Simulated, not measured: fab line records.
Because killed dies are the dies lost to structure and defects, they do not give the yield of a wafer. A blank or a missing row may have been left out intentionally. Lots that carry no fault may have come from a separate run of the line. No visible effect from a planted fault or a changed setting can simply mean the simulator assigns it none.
Matching of chambers / flow nand-harc / NHARC_A_CONTACT_ALD_18 on ald-metal-02: 4 sister chambers
The step deposits TiN, target thk 3 nm, pulse time 1 s, ald cycles 150. 4 wafers are shown with their chamber, then 9 later ones without.

## WAFERS WITH THEIR CHAMBER
wafer=L084.5; chamber=3; heater-power-w (W)=1127
wafer=L087.2; chamber=0; heater-power-w (W)=1232
wafer=L087.3; chamber=2; heater-power-w (W)=1005
wafer=L087.4; chamber=1; heater-power-w (W)=878

## WAFERS MISSING THEIR CHAMBER
wafer=L089.1; heater-power-w (W)=1115
wafer=L089.3; heater-power-w (W)=1023
wafer=L089.4; heater-power-w (W)=1209
wafer=L090.4; heater-power-w (W)=993
wafer=L090.5; heater-power-w (W)=1194
wafer=L090.6; heater-power-w (W)=1112
wafer=L097.1; heater-power-w (W)=1111
wafer=L097.2; heater-power-w (W)=871
wafer=L097.6; heater-power-w (W)=1011

## WHICH CHAMBER EACH WENT THROUGH
wafer=L089.1; from the rows above=3; in truth=3
wafer=L089.3; from the rows above=2; in truth=2
wafer=L089.4; from the rows above=0; in truth=0
wafer=L090.4; from the rows above=2; in truth=2
wafer=L090.5; from the rows above=can't be placed: 0 or 3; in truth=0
wafer=L090.6; from the rows above=3; in truth=3
wafer=L097.1; from the rows above=3; in truth=3
wafer=L097.2; from the rows above=1; in truth=1
wafer=L097.6; from the rows above=2; in truth=2
Correctly placed: 8 of 9. Cannot be placed on the basis of these rows: 1; the candidates contain the true chamber in 1. Wrongly placed: 0.
How it was worked out, from the rows above alone: a wafer's distance from a chamber is the root of the sum, over the readings, of the square of ((its reading less the chamber's mean) divided by the reading's scatter). The wafer belongs to the nearest chamber; if the next one is less than 2 further off, it can't be placed. The mean given for a chamber averages the wafers shown for that chamber. The scatter: with one shown wafer a chamber, the root of the mean of the squares of how far each hidden wafer lies from its nearest shown one.
